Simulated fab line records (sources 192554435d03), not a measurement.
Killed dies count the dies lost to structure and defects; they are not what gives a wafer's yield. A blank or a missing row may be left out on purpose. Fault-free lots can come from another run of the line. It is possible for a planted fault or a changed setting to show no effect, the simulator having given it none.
fab line records    flow n5Finfet    part 1 of 2: steps 1 to 25 of 32
record lots=5  wafers=15  lastDay=16
route steps=1938 shown BEOL_M0_SAQP@683 BEOL_M0_CUTY@701
lots that met no fault: from a run of the same line without faults
startH: start of the lot's first displayed wafer, in hours after the record's first day    waitH: hours since the lot's step before    " as in the row above    L1.1+2: a row that stands for several wafers    - no value, or no start given    * or withheld: withheld    < > ~ a bound
route shown NAME@n: a module of which the file shows steps, and the number in the route of the first    usual: the fault-free wafers' mean and standard deviation    same: alike in all rows    chamber/n: place in a boat    sites: the reading at each site    _std_site: the values' standard deviation    _edge_site: the outer-site mean with the inner-site mean subtracted    radiusMm: how far each site lies from the wafer's centre    mask NAME#n: copy n    behind: the most recent tool/chamber to have shaped the wafer    hold: reason for holding the lot/hours on hold/outcome of the hold    device: transistor that didn't switch, given as n, p or np    end of line: the tests these same wafers got at the end of their route    a step with no rows: only its recipe    killed: not the wafer's yield, but the dies lost to structure and defects at the first sort    map: a wafer's dies, marking killed ones x, the rest . and places with no die _
set.NAME: the run value of the setting; set.NAME@STEP: its run value at that earlier step    model.NAME: the simulator's own value behind a step, which no gauge read
a table for each step, a row for each wafer; lots at some steps of the route
services: from which hour (startH, from the record's first day; less than 0 if before it) a tool's chamber was out of use, for how many hours, and why
## steps
# step N5_BEOL_M0_SAQP_COAT_34
# recipe resist=CAR-EUV  spinRpm=1500  resistThkNm=30
lot.wafer   tool           chamber  startH  waitH
L074.1+3+4  lithoTrack-04  0        -       -
L079.1+2+4  lithoTrack-01  0        -       -
L082.1+4+5  lithoTrack-04  0        -       -
L088.1+3+4  lithoTrack-04  0        -       -
L090.1+3+6  lithoTrack-03  0        -       -
# step N5_BEOL_M0_SAQP_EBR_36
# recipe solvent=PGMEA  ebrWidthMm=1.5
lot.wafer   tool           chamber  startH  waitH
L074.1+3+4  lithoTrack-04  0        -       -
L079.1+2+4  lithoTrack-01  0        -       -
L082.1+4+5  lithoTrack-04  0        -       -
L088.1+3+4  lithoTrack-04  0        -       -
L090.1+3+6  lithoTrack-03  0        -       -
# step N5_BEOL_M0_SAQP_SOFTBAKE_35
# recipe tempC=110  timeS=60  resist=CAR-EUV
lot.wafer   tool           chamber  startH  waitH
L074.1+3+4  lithoTrack-04  0        -       -
L079.1+2+4  lithoTrack-01  0        -       -
L082.1+4+5  lithoTrack-04  0        -       -
L088.1+3+4  lithoTrack-04  0        -       -
L090.1+3+6  lithoTrack-03  0        -       -
# step N5_BEOL_M0_SAQP_EXPOSE_37
# recipe maskId=M0_CUT1  na=0.33  sourceShape=annular  sigmaInner=0.35  sigmaOuter=0.8  polarization=unpolarized  targetCdNm=30  doseMj=44.75
# same sigmaOuter=0.8
lot.wafer   tool           chamber  startH  waitH  mask
L074.1+3+4  euvScanner-01  0        117.44  -      M0_CUT1#0
L079.1+2+4  euvScanner-02  0        141.81  -      M0_CUT1#0
L082.1+4+5  euvScanner-02  0        158.40  -      M0_CUT1#0
L088.1+3+4  euvScanner-01  0        218.59  -      M0_CUT1#0
L090.1+3+6  euvScanner-01  0        220.27  -      M0_CUT1#0
# step N5_BEOL_M0_SAQP_PEB_38
# recipe pebTempC=100  pebTimeS=60  resist=CAR-EUV
lot.wafer   tool           chamber  startH  waitH
L074.1+3+4  lithoTrack-03  0        117.50  0.1
L079.1+2+4  lithoTrack-01  0        141.87  0.1
L082.1+4+5  lithoTrack-03  0        158.46  0.1
L088.1+3+4  lithoTrack-03  0        218.65  0.1
L090.1+3+6  lithoTrack-01  0        220.33  0.1
# step N5_BEOL_M0_SAQP_DEVELOP_39
# recipe developTimeS=30  developer=TMAH  resist=CAR-EUV  rinseLiquid=surfactantRinse  dry=airSpin  devTempC=23
# same developTimeS=30
lot.wafer   tool           chamber  startH  waitH
L074.1+3+4  lithoTrack-03  0        -       -
L079.1+2+4  lithoTrack-01  0        -       -
L082.1+4+5  lithoTrack-03  0        -       -
L088.1+3+4  lithoTrack-03  0        -       -
L090.1+3+6  lithoTrack-01  0        -       -
# step N5_BEOL_M0_SAQP_CD_MEAS_40
# recipe targetCdNm=30  landingEnergyEv=500  detector=seInlens
# usual cdNm=29.97/0.25
lot.wafer  tool      chamber  startH  waitH  cdNm
L074.1     cdSem-01  0        117.57  -      30.14
L074.3     "         0        "       "      29.97
L074.4     "         0        "       "      29.77
L079.1     cdSem-02  0        141.94  -      29.91
L079.2     "         0        "       "      30.09
L079.4     "         0        "       "      30.00
L082.1     cdSem-01  0        158.53  -      29.88
L082.4     "         0        "       "      30.36
L082.5     "         0        "       "      29.88
L088.1     cdSem-03  0        218.72  -      29.50
L088.3     "         0        "       "      29.60
L088.4     "         0        "       "      29.90
L090.1     cdSem-02  0        220.40  -      30.15
L090.3     "         0        "       "      30.44
L090.6     "         0        "       "      29.85
# step N5_BEOL_M0_SAQP_OVL_MEAS_41
# recipe pointsPerWafer=522
# usual M0_CUT1_OVL=0.6/0.66
lot.wafer  tool        chamber  startH  waitH  M0_CUT1_OVL[nm]
L074.1     overlay-02  0        117.60  0.0    -0.3
L074.3     "           0        "       "      0.5
L074.4     "           0        "       "      0.5
L079.1     overlay-01  0        141.97  0.0    -0.2
L079.2     "           0        "       "      0.5
L079.4     "           0        "       "      0.4
L082.1     overlay-01  0        158.56  0.0    0.9
L082.4     "           0        "       "      0.9
L082.5     "           0        "       "      1.4
L088.1     overlay-02  0        218.75  0.0    1.2
L088.3     "           0        "       "      0.4
L088.4     "           0        "       "      0.2
L090.1     overlay-01  0        220.43  0.0    1.1
L090.3     "           0        "       "      0.6
L090.6     "           0        "       "      0.0
# step N5_BEOL_M0_SAQP_INSPECT_42
# recipe mode=adi  inspectInstrument=brightfield
# usual rawDefectCount=295/73
lot.wafer  tool              chamber  startH  waitH  rawDefectCount
L074.1     defectInspect-01  -        117.66  0.1    220
L074.3     "                 -        "       "      344
L074.4     "                 -        "       "      307
L079.1     defectInspect-02  -        142.03  0.1    408
L079.2     "                 -        "       "      392
L079.4     "                 -        "       "      408
L082.1     defectInspect-02  -        158.62  0.1    416
L082.4     "                 -        "       "      287
L082.5     "                 -        "       "      392
L088.1     defectInspect-01  -        218.81  0.1    487
L088.3     "                 -        "       "      241
L088.4     "                 -        "       "      238
L090.1     defectInspect-02  -        220.49  0.1    273
L090.3     "                 -        "       "      388
L090.6     "                 -        "       "      282
# step N5_BEOL_M0_SAQP_DESCUM_45
# recipe chemistry=O2  timeS=7  sourcePowerW=50  biasPowerW=20  pressureMtorr=20  rfFrequencyHz=2.712e+07  tempC=40  resist=CAR-EUV  o2FlowSccm=225
# usual drypumpMotorCurrentA=5.7/0.42  oesProductAu=0.76/0.093  rfVppV=242.7/1.4  showerheadPlenumPTorr=2.06/0.066  throttleValvePct=20.29/0.26
lot.wafer  tool        chamber  startH  waitH  drypumpMotorCurrentA  oesProductAu  rfHoursCounterH  rfVppV  showerheadPlenumPTorr  throttleValvePct
L074.1     rieDiel-04  1        117.69  0.0    5.7                   0.78          125              240.7   1.93                   20.22
L074.3     "           3        "       "      5.2                   0.71          186              242.4   1.99                   20.24
L074.4     "           2        "       "      6.2                   0.91          29               243.9   2.13                   19.89
L079.1     rieDiel-03  2        142.12  0.1    5.0                   0.68          250              243.1   2.12                   20.30
L079.2     "           1        "       "      6.3                   0.69          229              243.4   2.15                   20.76
L079.4     "           3        "       "      5.7                   0.69          224              241.4   2.07                   20.53
L082.1     rieDiel-01  1        158.65  0.0    5.8                   0.85          70               241.2   2.03                   20.07
L082.4     "           3        "       "      5.6                   0.76          -                243.9   2.18                   20.16
L082.5     "           2        "       "      5.2                   0.78          -                241.0   2.02                   20.33
L088.1     rieDiel-04  1        218.85  0.0    5.6                   0.76          150              240.2   1.93                   20.25
L088.3     "           3        "       "      5.2                   0.68          214              242.4   1.98                   20.27
L088.4     "           0        "       "      5.8                   0.67          250              242.2   2.05                   20.63
L090.1     rieDiel-01  2        221.12  0.6    5.2                   0.76          145              242.4   2.02                   20.34
L090.3     "           3        "       "      5.6                   0.76          164              244.3   2.17                   20.18
L090.6     "           0        "       "      4.9                   0.91          -                243.3   2.06                   20.04
# step N5_BEOL_M0_SAQP_ETCH_88
# recipe chemistry=N2/H2  target=underlayer  targetDepthA=65  timeS=5.2  ionEnergyEv=200  maskMaterial=CAR-EUV  pressureMtorr=30  sourceW=840  biasW=150  n2FlowSccm=200  h2FlowSccm=200  ends=cleared
# usual drypumpMotorCurrentA=5.7/0.42  etchRfOnTimeS=5.19/0.091  oesProductAu=0.65/0.076  rfVppV=522.9/2.6  showerheadPlenumPTorr=2.51/0.085  throttleValvePct=17.79/0.29
lot.wafer  tool        chamber  startH  waitH  drypumpMotorCurrentA  etchRfOnTimeS  oesProductAu  rfHoursCounterH  rfVppV  showerheadPlenumPTorr  throttleValvePct
L074.1     rieDiel-04  1        117.73  0.0    5.7                   5.15           0.67          125              518.1   2.34                   17.56
L074.3     "           3        "       "      5.2                   5.10           0.61          186              521.5   2.42                   17.66
L074.4     "           2        "       "      6.2                   5.26           0.77          29               524.9   2.59                   17.32
L079.1     rieDiel-03  2        142.16  0.0    5.0                   5.22           0.57          250              526.7   2.61                   17.89
L079.2     "           1        "       "      6.3                   5.22           0.60          229              524.8   2.61                   18.22
L079.4     "           3        "       "      5.7                   5.24           0.59          224              522.0   2.53                   18.08
L082.1     rieDiel-01  1        158.69  0.0    5.8                   5.18           0.74          70               523.5   2.49                   17.59
L082.4     "           3        "       "      5.6                   5.23           0.66          -                529.2   2.66                   17.76
L082.5     "           2        "       "      5.2                   5.26           0.68          -                521.2   2.44                   17.71
L088.1     rieDiel-04  1        218.88  0.0    5.7                   5.12           0.64          150              518.8   2.33                   17.59
L088.3     "           3        "       "      5.2                   5.09           0.60          214              518.5   2.41                   17.72
L088.4     "           0        "       "      5.8                   5.05           0.60          250              524.1   2.50                   18.24
L090.1     rieDiel-01  2        221.16  0.0    5.2                   5.25           0.66          145              520.9   2.44                   17.78
L090.3     "           3        "       "      5.6                   5.31           0.64          164              526.6   2.65                   17.80
L090.6     "           0        "       "      5.0                   5.38           0.77          -                523.4   2.51                   17.57
# step N5_BEOL_M0_SAQP_ETCH_73
# recipe chemistry=CF4  target=SiARC  targetDepthA=195  maskMaterial=CAR-EUV  timeS=32.5  ionEnergyEv=80  pressureMtorr=40  sourceW=545  biasW=36  Ar_flow_sccm=100  cf4FlowSccm=100  ends=cleared
# usual drypumpMotorCurrentA=5.7/0.42  etchRfOnTimeS=32.4/0.52  oesProductAu=0.65/0.076  rfVppV=183.6/1.2  showerheadPlenumPTorr=2.12/0.068  throttleValvePct=15.55/0.27
lot.wafer  tool        chamber  startH  waitH  drypumpMotorCurrentA  etchRfOnTimeS  oesProductAu  rfHoursCounterH  rfVppV  showerheadPlenumPTorr  throttleValvePct
L074.1     rieDiel-04  1        117.74  0.0    5.7                   31.9           0.66          125              182.4   1.98                   15.34
L074.3     "           3        "       "      5.2                   31.4           0.62          186              182.6   2.05                   15.53
L074.4     "           2        "       "      6.2                   32.7           0.77          29               184.1   2.19                   15.12
L079.1     rieDiel-03  2        142.18  0.0    5.0                   32.5           0.58          250              184.3   2.19                   15.71
L079.2     "           1        "       "      6.3                   32.5           0.60          229              186.1   2.20                   15.99
L079.4     "           3        "       "      5.7                   32.4           0.59          224              183.4   2.13                   15.84
L082.1     rieDiel-01  1        158.70  0.0    5.8                   32.3           0.73          70               183.1   2.09                   15.34
L082.4     "           3        "       "      5.6                   33.6           0.64          -                184.5   2.24                   15.50
L082.5     "           2        "       "      5.2                   33.3           0.67          -                182.6   2.07                   15.52
L088.1     rieDiel-04  1        218.90  0.0    5.7                   32.1           0.65          150              181.5   1.97                   15.38
L088.3     "           3        "       "      5.1                   31.8           0.60          214              181.3   2.04                   15.59
L088.4     "           0        "       "      5.8                   32.3           0.59          250              184.3   2.10                   15.92
L090.1     rieDiel-01  2        221.17  0.0    5.2                   32.7           0.66          145              182.6   2.07                   15.56
L090.3     "           3        "       "      5.6                   32.9           0.64          164              184.7   2.23                   15.53
L090.6     "           0        "       "      5.0                   33.0           0.78          -                183.2   2.11                   15.21
# step N5_BEOL_M0_SAQP_CUT_ETCH_46
# recipe chemistry=N2/H2  target=SOC  targetDepthA=1350  overetchA=270  tempC=40  timeS=202.5  ionEnergyEv=200  maskMaterial=SiARC  pressureMtorr=30  sourceW=840  biasW=150  n2FlowSccm=200  h2FlowSccm=200
# usual drypumpMotorCurrentA=5.7/0.42  rfVppV=523.0/2.6  showerheadPlenumPTorr=2.51/0.085  throttleValvePct=17.74/0.29
lot.wafer  tool        chamber  startH  waitH  drypumpMotorCurrentA  rfHoursCounterH  rfVppV  showerheadPlenumPTorr  throttleValvePct
L074.1     rieDiel-04  1        117.78  0.0    5.7                   125              516.9   2.34                   17.52
L074.3     "           3        "       "      5.2                   186              518.6   2.43                   17.62
L074.4     "           2        "       "      6.2                   29               524.3   2.59                   17.29
L079.1     rieDiel-03  2        142.21  0.0    5.1                   250              527.0   2.61                   17.85
L079.2     "           1        "       "      6.3                   229              526.7   2.61                   18.21
L079.4     "           3        "       "      5.7                   224              521.9   2.53                   18.06
L082.1     rieDiel-01  1        158.74  0.0    5.8                   70               521.8   2.49                   17.59
L082.4     "           3        "       "      5.6                   -                524.9   2.66                   17.71
L082.5     "           2        "       "      5.2                   -                521.7   2.44                   17.67
L088.1     rieDiel-04  1        218.93  0.0    5.7                   150              518.1   2.33                   17.54
L088.3     "           3        "       "      5.2                   214              520.1   2.41                   17.66
L088.4     "           0        "       "      5.8                   250              521.6   2.50                   18.18
L090.1     rieDiel-01  2        221.20  0.0    5.2                   145              521.8   2.44                   17.70
L090.3     "           3        "       "      5.6                   164              525.8   2.65                   17.74
L090.6     "           0        "       "      5.0                   -                522.7   2.51                   17.51
# step N5_BEOL_M0_SAQP_STRIP_74
# recipe chemistry=N2/H2  tempC=40  n2FlowSccm=200  h2FlowSccm=200  rfFrequencyHz=6e+07
lot.wafer   tool        chamber  startH  waitH
L074.1+3+4  rieDiel-04  1,3,2    117.93  0.1
L079.1+2+4  rieDiel-03  2,1,3    142.36  0.1
L082.1+4+5  rieDiel-01  1,3,2    158.89  0.1
L088.1+3+4  rieDiel-04  1,3,0    219.09  0.1
L090.1+3+6  rieDiel-01  2,3,0    221.36  0.1
# step N5_BEOL_M0_SAQP_STRIP_89
# recipe chemistry=N2/H2  tempC=40  n2FlowSccm=200  h2FlowSccm=200  rfFrequencyHz=6e+07
lot.wafer   tool        chamber  startH  waitH
L074.1+3+4  rieDiel-04  1,3,2    117.94  0.0
L079.1+2+4  rieDiel-03  2,1,3    142.37  0.0
L082.1+4+5  rieDiel-01  1,3,2    158.90  0.0
L088.1+3+4  rieDiel-04  1,3,0    219.10  0.0
L090.1+3+6  rieDiel-01  2,3,0    221.37  0.0
# step N5_BEOL_M0_SAQP_ALD_48
# recipe material=SiO2  targetThkA=200  tempC=100  aldPrecursorFamily=BDEAS  aldCoReactant=O2-plasma  pulseTimeS=1  coReactantPulseTimeS=1  purgeTimeS=2  coReactantPurgeTimeS=2  aldCycles=139  pressureTorr=2
# usual heaterPowerW=71/11  precursorPulseHeightRel=1.002/0.02
lot.wafer  tool       chamber  startH  waitH  heaterPowerW  precursorPulseHeightRel
L074.1     aldSin-03  2        117.98  0.0    51            1.016
L074.3     "          3        "       "      66            1.028
L074.4     "          0        "       "      76            1.009
L079.1     aldSin-04  3        142.41  0.0    62            1.003
L079.2     "          1        "       "      71            1.024
L079.4     "          2        "       "      82            0.998
L082.1     aldSin-02  1        158.94  0.0    62            0.981
L082.4     "          0        "       "      82            0.999
L082.5     "          2        "       "      80            1.013
L088.1     aldSin-03  3        219.13  0.0    68            0.987
L088.3     "          0        "       "      75            0.967
L088.4     "          1        "       "      75            1.032
L090.1     aldSin-03  0        221.41  0.0    79            1.009
L090.3     "          1        "       "      72            1.031
L090.6     "          2        "       "      50            1.022
# step N5_BEOL_M0_SAQP_ETCH_49
# recipe chemistry=CF4/O2  targetDepthA=370  target=SiO2  pressureMtorr=40  sourceW=535  biasW=49  Ar_flow_sccm=100  cf4FlowSccm=100  O2_flow_sccm=10  ionEnergyEv=100
# usual drypumpMotorCurrentA=5.7/0.43  oes_o_777_au=0.76/0.082  oesProductAu=0.75/0.086  rfVppV=240/5.1  showerheadPlenumPTorr=2.18/0.074  throttleValvePct=15.77/0.27
lot.wafer  tool        chamber  startH  waitH  drypumpMotorCurrentA  oes_o_777_au  oesProductAu  rfHoursCounterH  rfVppV  showerheadPlenumPTorr  throttleValvePct
L074.1     rieDiel-03  0        118.78  0.5    6.0                   0.69          0.69          219              236     2.17                   15.66
L074.3     "           2        "       "      5.0                   0.66          0.68          242              252     2.26                   15.92
L074.4     "           3        "       "      5.7                   0.69          0.69          216              235     2.20                   16.05
L079.1     rieDiel-04  2        142.93  0.3    6.2                   0.88          0.89          38               243     2.25                   15.34
L079.2     "           3        "       "      5.2                   0.72          0.69          195              236     2.11                   15.76
L079.4     "           3        "       "      5.1                   0.71          0.69          -                235     2.11                   15.76
L082.1     rieDiel-04  3        159.53  0.3    5.1                   0.71          0.70          201              235     2.10                   15.79
L082.4     "           0        "       "      5.8                   0.70          0.68          236              242     2.17                   16.13
L082.5     "           2        "       "      6.2                   0.88          0.89          -                243     2.25                   15.37
L088.1     rieDiel-04  2        219.77  0.4    6.2                   0.85          0.86          58               242     2.24                   15.39
L088.3     "           3        "       "      5.2                   0.70          0.68          214              235     2.10                   15.82
L088.4     "           0        "       "      5.8                   0.69          0.68          251              242     2.16                   16.16
L090.1     rieDiel-03  2        221.93  0.3    5.0                   0.87          0.92          17               251     2.25                   15.50
L090.3     "           0        "       "      6.0                   0.66          0.67          251              235     2.16                   15.72
L090.6     "           0        "       "      6.0                   0.66          0.67          -                235     2.16                   15.71
# step N5_BEOL_M0_SAQP_STRIP_75
# recipe chemistry=CF4  resist=SiARC  powerW=300  biasPowerW=75  pressureMtorr=50  cf4FlowSccm=150  rfFrequencyHz=6e+07
# usual drypumpMotorCurrentA=5.7/0.43  oesProductAu=0.175/0.02  powerW=300.1/0.89  rfVppV=270.6/1.5  showerheadPlenumPTorr=1.77/0.06  throttleValvePct=13.53/0.3
lot.wafer  tool        chamber  startH  waitH  drypumpMotorCurrentA  oesProductAu  powerW  rfHoursCounterH  rfVppV  showerheadPlenumPTorr  throttleValvePct
L074.1     rieDiel-03  0        118.88  0.1    6.1                   0.163         300.4   219              269.8   1.77                   13.48
L074.3     "           2        "       "      5.1                   0.166         301.1   242              271.5   1.85                   13.75
L074.4     "           3        "       "      5.7                   0.162         300.6   217              270.7   1.79                   13.82
L079.1     rieDiel-04  2        143.03  0.1    6.2                   0.204         299.5   38               271.0   1.82                   13.04
L079.2     "           3        "       "      5.2                   0.165         298.9   195              269.6   1.71                   13.53
L079.4     "           3        "       "      5.2                   0.159         298.9   -                269.6   1.71                   13.53
L082.1     rieDiel-04  3        159.63  0.1    5.2                   0.160         300.4   201              269.1   1.71                   13.54
L082.4     "           0        "       "      5.8                   0.158         300.7   236              271.3   1.77                   13.92
L082.5     "           2        "       "      6.2                   0.212         299.9   -                272.2   1.82                   13.04
L088.1     rieDiel-04  2        219.87  0.1    6.2                   0.200         301.6   58               273.0   1.81                   13.08
L088.3     "           3        "       "      5.2                   0.165         299.7   214              268.6   1.71                   13.57
L088.4     "           0        "       "      5.8                   0.158         300.2   251              270.6   1.77                   13.95
L090.1     rieDiel-03  2        222.03  0.1    5.0                   0.210         301.6   17               271.5   1.84                   13.27
L090.3     "           0        "       "      6.0                   0.154         300.4   251              271.8   1.76                   13.55
L090.6     "           0        "       "      6.0                   0.150         301.0   -                270.5   1.76                   13.55
# step N5_BEOL_M0_CUTY_COAT_50
# recipe resist=SiARC  tempC=220  timeS=60  spinRpm=1500  resistThkNm=15
lot.wafer   tool           chamber  startH  waitH
L074.1+3+4  lithoTrack-02  0        118.92  0.0
L079.1+2+4  lithoTrack-05  0        143.08  0.0
L082.1+4+5  lithoTrack-05  0        159.68  0.0
L088.1+3+4  lithoTrack-02  0        219.92  0.0
L090.1+3+6  lithoTrack-05  0        222.07  0.0
# step N5_BEOL_M0_CUTY_COAT_51
# recipe resist=CAR-ArF-block  spinRpm=1500  resistThkNm=150
lot.wafer   tool           chamber  startH  waitH
L074.1+3+4  lithoTrack-02  0        -       -
L079.1+2+4  lithoTrack-05  0        -       -
L082.1+4+5  lithoTrack-05  0        -       -
L088.1+3+4  lithoTrack-02  0        -       -
L090.1+3+6  lithoTrack-05  0        -       -
# step N5_BEOL_M0_CUTY_EBR_52
# recipe solvent=PGMEA  ebrWidthMm=1.5
lot.wafer   tool           chamber  startH  waitH
L074.1+3+4  lithoTrack-02  0        -       -
L079.1+2+4  lithoTrack-05  0        -       -
L082.1+4+5  lithoTrack-05  0        -       -
L088.1+3+4  lithoTrack-02  0        -       -
L090.1+3+6  lithoTrack-05  0        -       -
# step N5_BEOL_M0_CUTY_SOFTBAKE_53
# recipe tempC=110  timeS=60  resist=CAR-ArF-block
lot.wafer   tool           chamber  startH  waitH
L074.1+3+4  lithoTrack-02  0        -       -
L079.1+2+4  lithoTrack-05  0        -       -
L082.1+4+5  lithoTrack-05  0        -       -
L088.1+3+4  lithoTrack-02  0        -       -
L090.1+3+6  lithoTrack-05  0        -       -
# step N5_BEOL_M0_CUTY_EXPOSE_54
# recipe maskId=M0_ABLK  na=1.35  sourceShape=conventional  sigmaOuter=0.8  polarization=unpolarized  doseMj=36
# same sigmaOuter=0.8
lot.wafer   tool            chamber  startH  waitH  mask
L074.1+3+4  arfiScanner-03  0        119.02  -      M0_ABLK#0
L079.1+2+4  arfiScanner-02  0        143.31  -      M0_ABLK#0
L082.1+4+5  arfiScanner-01  0        159.90  -      M0_ABLK#0
L088.1+3+4  arfiScanner-03  0        220.02  -      M0_ABLK#0
L090.1+3+6  arfiScanner-01  0        222.30  -      M0_ABLK#0
# step N5_BEOL_M0_CUTY_PEB_55
# recipe pebTempC=110  pebTimeS=60  resist=CAR-ArF-block
lot.wafer   tool           chamber  startH  waitH
L074.1+3+4  lithoTrack-05  0        119.07  0.1
L079.1+2+4  lithoTrack-04  0        143.37  0.1
L082.1+4+5  lithoTrack-04  0        159.96  0.1
L088.1+3+4  lithoTrack-04  0        220.07  0.1
L090.1+3+6  lithoTrack-04  0        222.36  0.1
# step N5_BEOL_M0_CUTY_DEVELOP_56
# recipe developTimeS=30  developer=TMAH  resist=CAR-ArF-block  rinseLiquid=diw  dry=airSpin  devTempC=23
# same developTimeS=30
lot.wafer   tool           chamber  startH  waitH
L074.1+3+4  lithoTrack-05  0        -       -
L079.1+2+4  lithoTrack-04  0        -       -
L082.1+4+5  lithoTrack-04  0        -       -
L088.1+3+4  lithoTrack-04  0        -       -
L090.1+3+6  lithoTrack-04  0        -       -
